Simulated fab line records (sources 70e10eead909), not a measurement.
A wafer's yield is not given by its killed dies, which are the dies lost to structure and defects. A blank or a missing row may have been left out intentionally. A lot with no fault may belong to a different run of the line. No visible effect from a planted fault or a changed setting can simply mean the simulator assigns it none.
Which of the tools did it?    flow nand-harc    72 wafers from 24 lots sampled at 6 of the route's 1302 steps

== WHAT THE GAUGES READ, wafer by wafer ==
NHARC_A_BONDPAD_THK_MEAS_20: measures by xrf. Usual: thk-nm at 169.7 nm, with a standard deviation of 1.3.
lot   measured      on             thk-nm (nm)        flag
L074  day 23 15:29  film-metro-01  171.0 168.6 169.5  
L076  day 23 15:58  film-metro-01  168.9 168.6 171.2  
L075  day 23 19:55  film-metro-01  169.6 171.1 170.9  
L077  day 24 07:39  film-metro-02  167.9 168.9 168.8  
L078  day 24 13:14  film-metro-02  170.0 170.5 168.2  
L080  day 25 13:58  film-metro-02  168.0 168.8 167.6  
L079  day 25 15:06  film-metro-02  171.2 169.2 170.3  
L083  day 26 17:52  film-metro-01  170.4 171.0 169.7  
L081  day 27 11:47  film-metro-02  169.9 169.9 168.8  
L082  day 27 19:31  film-metro-01  169.5 169.2 170.6  
L085  day 27 20:56  film-metro-02  168.9 168.7 169.9  
L084  day 27 23:02  film-metro-01  169.3 170.8 170.4  
L087  day 28 15:00  film-metro-01  170.8 170.6 169.3  
L086  day 28 17:52  film-metro-02  169.9 169.0 171.2  
L088  day 29 17:31  film-metro-02  169.7 168.8 168.8  
L089  day 30 04:34  film-metro-01  170.0 167.3 169.2  
L090  day 30 07:10  film-metro-02  170.1 169.7 171.1  
L092  day 30 21:55  film-metro-02  170.2 171.1 169.6  
L091  day 30 22:14  film-metro-02  172.6 170.3 170.2  
L093  day 31 03:34  film-metro-01  169.7 169.0 169.0  
L095  day 31 20:29  film-metro-02  171.9 171.1 173.5  
L094  day 31 20:31  film-metro-02  169.3 170.6 171.5  
L096  day 32 13:19  film-metro-02  171.1 168.7 167.7  
L097  day 32 17:23  film-metro-02  168.4 169.6 169.1  

NHARC_A_BONDPAD_INSPECT_23. Usual: raw-defect-count at 548, with a standard deviation of 130.
lot   measured      on                 raw-defect-count  flag
L074  day 23 15:42  defect-inspect-02  675 531 453       
L076  day 23 16:11  defect-inspect-01  394 355 554       
L075  day 23 20:09  defect-inspect-01  625 514 629       
L077  day 24 07:52  defect-inspect-01  568 550 581       
L078  day 24 13:28  defect-inspect-02  383 376 539       
L080  day 25 14:11  defect-inspect-01  457 512 440       
L079  day 25 15:18  defect-inspect-02  709 613 459       
L083  day 26 18:05  defect-inspect-01  786 760 576       
L081  day 27 12:01  defect-inspect-02  462 339 458       
L082  day 27 19:43  defect-inspect-01  653 707 878       
L085  day 27 21:08  defect-inspect-01  471 495 659       
L084  day 27 23:15  defect-inspect-02  518 398 352       
L087  day 28 15:12  defect-inspect-01  542 604 450       
L086  day 28 18:05  defect-inspect-01  682 586 582       
L088  day 29 17:43  defect-inspect-02  547 461 563       
L089  day 30 04:46  defect-inspect-01  732 472 565       
L090  day 30 07:23  defect-inspect-02  445 355 361       
L092  day 30 22:12  defect-inspect-01  755 499 557       
L091  day 30 22:28  defect-inspect-02  576 522 502       
L093  day 31 03:47  defect-inspect-01  584 485 640       
L095  day 31 20:41  defect-inspect-01  974 892 832       
L094  day 31 20:45  defect-inspect-01  524 445 382       
L096  day 32 13:31  defect-inspect-01  825 472 566       
L097  day 32 17:36  defect-inspect-01  584 775 448       

== WHAT TOOL EACH LOT RAN ON (gives the tool, then ch and the chambers of the sampled wafers, and finally the start) ==
lot   NHARC_A_M1_ANNEAL_31              NHARC_A_BONDPAD_DESCUM_11           NHARC_A_BONDPAD_ETCH_24                        NHARC_A_BONDPAD_ANNEAL_28
L074  rtp-anneal-01 ch 0, day 23 10:08  rie-diel-10 ch 1,2, day 23 13:00    rie-diel-08 ch 0,1, day 23 14:56 or earlier    rtp-anneal-01 ch 0, day 23 14:56
L076  rtp-anneal-01 ch 0, day 23 10:43  rie-diel-10 ch 0,2, day 23 13:34    rie-diel-08 ch 1,2,3, day 23 15:17 or earlier  rtp-anneal-01 ch 0, day 23 15:17
L075  rtp-anneal-02 ch 0, day 23 14:34  rie-diel-10 ch 0,1,2, day 23 17:30  rie-diel-13 ch 0,1,2, day 23 19:16 or earlier  rtp-anneal-01 ch 0, day 23 19:16
L077  rtp-anneal-01 ch 0, day 24 02:20  rie-diel-13 ch 0,2,3, day 24 05:19  rie-diel-13 ch 0,3, day 24 06:59 or earlier    rtp-anneal-02 ch 0, day 24 06:59
L078  rtp-anneal-01 ch 0, day 24 08:03  rie-diel-08 ch 0,2, day 24 10:53    rie-diel-13 ch 0,1,3, day 24 12:34 or earlier  rtp-anneal-02 ch 0, day 24 12:34
L080  rtp-anneal-01 ch 0, day 25 08:58  rie-diel-10 ch 1,2, day 25 11:38    rie-diel-13 ch 0,2,3, day 25 13:28 or earlier  rtp-anneal-01 ch 0, day 25 13:28
L079  rtp-anneal-01 ch 0, day 25 09:43  rie-diel-10 ch 0,2,3, day 25 12:45  rie-diel-13 ch 0,2,3, day 25 14:25 or earlier  rtp-anneal-01 ch 0, day 25 14:25
L083  rtp-anneal-02 ch 0, day 26 12:40  rie-diel-10 ch 1,3, day 26 15:30    rie-diel-10 ch 0,1, day 26 17:11 or earlier    rtp-anneal-02 ch 0, day 26 17:11
L081  rtp-anneal-01 ch 0, day 27 06:27  rie-diel-10 ch 0,1, day 27 09:27    rie-diel-10 ch 2,3, day 27 11:11 or earlier    rtp-anneal-01 ch 0, day 27 11:11
L082  rtp-anneal-01 ch 0, day 27 13:59  rie-diel-10 ch 0,1,2, day 27 17:08  rie-diel-10 ch 0,2,3, day 27 18:50 or earlier  rtp-anneal-01 ch 0, day 27 18:50
L085  rtp-anneal-02 ch 0, day 27 15:44  rie-diel-10 ch 0,2,3, day 27 18:35  rie-diel-13 ch 0,3, day 27 20:25 or earlier    rtp-anneal-02 ch 0, day 27 20:25
L084  rtp-anneal-02 ch 0, day 27 17:37  rie-diel-10 ch 0,2,3, day 27 20:43  rie-diel-10 ch 2,3, day 27 22:25 or earlier    rtp-anneal-01 ch 0, day 27 22:25
L087  rtp-anneal-02 ch 0, day 28 09:41  rie-diel-10 ch 0,2,3, day 28 12:39  rie-diel-10 ch 0,2, day 28 14:20 or earlier    rtp-anneal-01 ch 0, day 28 14:20
L086  rtp-anneal-01 ch 0, day 28 12:32  rie-diel-13 ch 1,2, day 28 15:31    rie-diel-10 ch 1,2,3, day 28 17:12 or earlier  rtp-anneal-02 ch 0, day 28 17:12
L088  rtp-anneal-01 ch 0, day 29 12:13  rie-diel-10 ch 1,3, day 29 15:07    rie-diel-10 ch 0,1,2, day 29 16:53 or earlier  rtp-anneal-02 ch 0, day 29 16:53
L089  rtp-anneal-02 ch 0, day 29 23:12  rie-diel-08 ch 0,3, day 30 02:05    rie-diel-10 ch 0,1,2, day 30 03:57 or earlier  rtp-anneal-01 ch 0, day 30 03:57
L090  rtp-anneal-02 ch 0, day 30 01:50  rie-diel-10 ch 0,1,2, day 30 04:47  rie-diel-10 ch 0,1,3, day 30 06:30 or earlier  rtp-anneal-02 ch 0, day 30 06:30
L092  rtp-anneal-01 ch 0, day 30 16:36  rie-diel-08 ch 0,1,3, day 30 19:26  rie-diel-10 ch 0,2,3, day 30 21:15 or earlier  rtp-anneal-01 ch 0, day 30 21:15
L091  rtp-anneal-02 ch 0, day 30 16:53  rie-diel-08 ch 1,2,3, day 30 19:48  rie-diel-08 ch 1,2,3, day 30 21:40 or earlier  rtp-anneal-01 ch 0, day 30 21:40
L093  rtp-anneal-01 ch 0, day 30 22:21  rie-diel-10 ch 0,2,3, day 31 01:11  rie-diel-10 ch 0,3, day 31 03:04 or earlier    rtp-anneal-02 ch 0, day 31 03:04
L095  rtp-anneal-01 ch 0, day 31 15:04  rie-diel-10 ch 1,2,3, day 31 18:02  rie-diel-10 ch 1,2,3, day 31 18:40             rtp-anneal-02 ch 0, day 31 19:49
L094  rtp-anneal-02 ch 0, day 31 15:17  rie-diel-13 ch 0,1, day 31 18:11    rie-diel-13 ch 0,1,3, day 31 19:54 or earlier  rtp-anneal-01 ch 0, day 31 19:54
L096  rtp-anneal-01 ch 0, day 32 08:07  rie-diel-08 ch 0,3, day 32 10:56    rie-diel-08 ch 1,2,3, day 32 12:38 or earlier  rtp-anneal-01 ch 0, day 32 12:38
L097  rtp-anneal-02 ch 0, day 32 12:00  rie-diel-08 ch 0,1,2, day 32 14:58  rie-diel-13 ch 0,2,3, day 32 16:43 or earlier  rtp-anneal-01 ch 0, day 32 16:43
- NHARC_A_M1_ANNEAL_31: time 90 s.
- NHARC_A_BONDPAD_DESCUM_11: chemistry O2, time 3 s.
- NHARC_A_BONDPAD_ETCH_24: etches the open film in CF4/N2, target depth 30 nm, time 72.99 s.
- NHARC_A_BONDPAD_ANNEAL_28: time 90 s.

== AS READ BY THE TOOLS THEMSELVES (means over the sampled wafers that have a number; for cases with no such wafer, the mark the record gives instead) ==
NHARC_A_M1_ANNEAL_31. Usual: wafer_temp_C_max at 226.6, with a standard deviation of 0.37.
lot   tool           wafer_temp_C_max  flag
L074  rtp-anneal-01  226.6             
L076  rtp-anneal-01  226.4             
L075  rtp-anneal-02  226.4             
L077  rtp-anneal-01  226.6             
L078  rtp-anneal-01  226.7             
L080  rtp-anneal-01  226.2             
L079  rtp-anneal-01  226.2             
L083  rtp-anneal-02  226.9             
L081  rtp-anneal-01  226.8             
L082  rtp-anneal-01  226.4             
L085  rtp-anneal-02  226.8             
L084  rtp-anneal-02  226.9             
L087  rtp-anneal-02  226.7             
L086  rtp-anneal-01  226.5             
L088  rtp-anneal-01  226.6             
L089  rtp-anneal-02  227.0             
L090  rtp-anneal-02  226.8             
L092  rtp-anneal-01  226.5             
L091  rtp-anneal-02  226.8             
L093  rtp-anneal-01  226.5             
L095  rtp-anneal-01  226.6             
L094  rtp-anneal-02  227.1             
L096  rtp-anneal-01  226.7             
L097  rtp-anneal-02  226.9             

NHARC_A_BONDPAD_DESCUM_11. Usual: drypump-motor-current-A 5.8 A, standard deviation 0.43; oes-product-au 0.997 a.u., standard deviation 0.01; rf-vpp-V 57.5 V, standard deviation 0.85; showerhead-plenum-p-Torr 1.86 Torr, standard deviation 0.048; throttle-valve-pct 11.312 %, standard deviation 0.0097.
lot   tool         drypump-motor-current-A (A)  oes-product-au (a.u.)  rf-vpp-V (V)  showerhead-plenum-p-Torr (Torr)  throttle-valve-pct (%)  flag
L074  rie-diel-10  5.7                          1.001                  57.7          1.86                             11.320                  
L076  rie-diel-10  5.9                          1.002                  57.6          1.89                             11.322                  
L075  rie-diel-10  6.0                          0.998                  58.2          1.88                             11.311                  
L077  rie-diel-13  5.6                          1.002                  58.0          1.83                             11.306                  
L078  rie-diel-08  5.9                          0.984                  57.3          1.87                             11.312                  
L080  rie-diel-10  5.8                          0.984                  58.0          1.85                             11.310                  
L079  rie-diel-10  5.7                          0.999                  56.9          1.86                             11.297                  
L083  rie-diel-10  5.4                          1.005                  57.4          1.80                             11.308                  
L081  rie-diel-10  6.1                          0.995                  57.3          1.88                             11.303                  
L082  rie-diel-10  6.0                          0.989                  58.4          1.88                             11.323                  
L085  rie-diel-10  5.7                          0.990                  56.7          1.86                             11.318                  
L084  rie-diel-10  5.7                          1.003                  57.0          1.86                             11.311                  
L087  rie-diel-10  5.7                          0.997                  56.4          1.86                             11.316                  
L086  rie-diel-13  5.9                          1.022                  58.2          1.82                             11.311                  
L088  rie-diel-10  5.4                          0.995                  57.8          1.80                             11.315                  
L089  rie-diel-08  5.6                          0.986                  57.2          1.86                             11.313                  
L090  rie-diel-10  6.0                          0.992                  57.4          1.88                             11.308                  
L092  rie-diel-08  5.7                          0.992                  57.8          1.86                             11.312                  
L091  rie-diel-08  5.9                          0.990                  56.8          1.85                             11.319                  
L093  rie-diel-10  5.8                          0.998                  56.8          1.86                             11.307                  
L095  rie-diel-10  5.6                          1.001                  57.3          1.83                             11.307                  
L094  rie-diel-13  5.2                          1.005                  57.5          1.86                             11.306                  
L096  rie-diel-08  5.6                          0.999                  57.1          1.86                             11.308                  
L097  rie-diel-08  5.8                          0.996                  57.3          1.86                             11.307                  

NHARC_A_BONDPAD_ETCH_24. Usual: drypump-motor-current-A 5.7 A, standard deviation 0.45; oes-product-au 1.000 a.u., standard deviation 0.011; rf-vpp-V 312.8 V, standard deviation 1.3; showerhead-plenum-p-Torr 2.55 Torr, standard deviation 0.064; throttle-valve-pct 19.794 %, standard deviation 0.009.
lot   tool         drypump-motor-current-A (A)  oes-product-au (a.u.)  rf-vpp-V (V)  showerhead-plenum-p-Torr (Torr)  throttle-valve-pct (%)  flag
L074  rie-diel-08  5.6                          0.983                  313.6         2.60                             19.796                  
L076  rie-diel-08  5.9                          0.991                  313.7         2.57                             19.795                  
L075  rie-diel-13  5.5                          1.002                  312.2         2.52                             19.792                  
L077  rie-diel-13  5.3                          1.000                  312.7         2.55                             19.790                  
L078  rie-diel-13  5.3                          1.004                  313.3         2.56                             19.790                  
L080  rie-diel-13  5.6                          1.004                  312.1         2.51                             19.787                  
L079  rie-diel-13  5.6                          1.005                  311.9         2.51                             19.791                  
L083  rie-diel-10  6.3                          0.989                  314.3         2.62                             19.795                  
L081  rie-diel-10  5.3                          0.995                  311.4         2.49                             19.793                  
L082  rie-diel-10  5.8                          0.998                  313.3         2.56                             19.787                  
L085  rie-diel-13  5.3                          1.005                  312.9         2.54                             19.800                  
L084  rie-diel-10  5.3                          0.994                  312.8         2.49                             19.799                  
L087  rie-diel-10  5.9                          0.990                  313.1         2.59                             19.802                  
L086  rie-diel-10  5.6                          1.000                  312.3         2.52                             19.795                  
L088  rie-diel-10  6.0                          0.999                  314.4         2.58                             19.791                  
L089  rie-diel-10  6.0                          0.996                  313.0         2.58                             19.794                  
L090  rie-diel-10  5.8                          0.995                  312.7         2.55                             19.791                  
L092  rie-diel-10  5.7                          1.004                  312.9         2.55                             19.792                  
L091  rie-diel-08  5.9                          0.991                  313.0         2.54                             19.802                  
L093  rie-diel-10  6.1                          1.001                  313.0         2.58                             19.793                  
L095  rie-diel-10  5.6                          1.004                  311.3         2.52                             19.792                  
L094  rie-diel-13  5.3                          1.003                  314.0         2.54                             19.796                  
L096  rie-diel-08  5.9                          0.994                  313.3         2.54                             19.798                  
L097  rie-diel-13  5.6                          1.010                  311.6         2.50                             19.788                  

NHARC_A_BONDPAD_ANNEAL_28. Usual: wafer_temp_C_max at 226.6, with a standard deviation of 0.38.
lot   tool           wafer_temp_C_max  flag
L074  rtp-anneal-01  226.4             
L076  rtp-anneal-01  226.5             
L075  rtp-anneal-01  226.5             
L077  rtp-anneal-02  226.9             
L078  rtp-anneal-02  226.5             
L080  rtp-anneal-01  226.6             
L079  rtp-anneal-01  226.6             
L083  rtp-anneal-02  227.1             
L081  rtp-anneal-01  226.6             
L082  rtp-anneal-01  226.6             
L085  rtp-anneal-02  226.9             
L084  rtp-anneal-01  226.6             
L087  rtp-anneal-01  226.9             
L086  rtp-anneal-02  226.9             
L088  rtp-anneal-02  227.0             
L089  rtp-anneal-01  226.1             
L090  rtp-anneal-02  226.6             
L092  rtp-anneal-01  226.5             
L091  rtp-anneal-01  226.1             
L093  rtp-anneal-02  227.1             
L095  rtp-anneal-02  227.2             
L094  rtp-anneal-01  226.4             
L096  rtp-anneal-01  226.2             
L097  rtp-anneal-01  226.5             

== THE ANSWER, worked out from the rows above alone ==
Rule: lot off if the mean of its wafers having a number is beyond 3 standard deviations from the usual mean. Also off: a lot with no number at a reading for which 4 or more lots have one. Where the step has rows for the other lots, those lots are counted as sound. Order of review: gauges by route order, followed by the tools' own readings, for which a lot's mean as printed above is used. The first step at which some lot is off is used, and at that step the reading that is off furthest; a lot without a number counts as furthest.
No lot is off on any of the readings shown, so nothing can be concluded from this.

== WHAT THE SIMULATOR PUT IN ==
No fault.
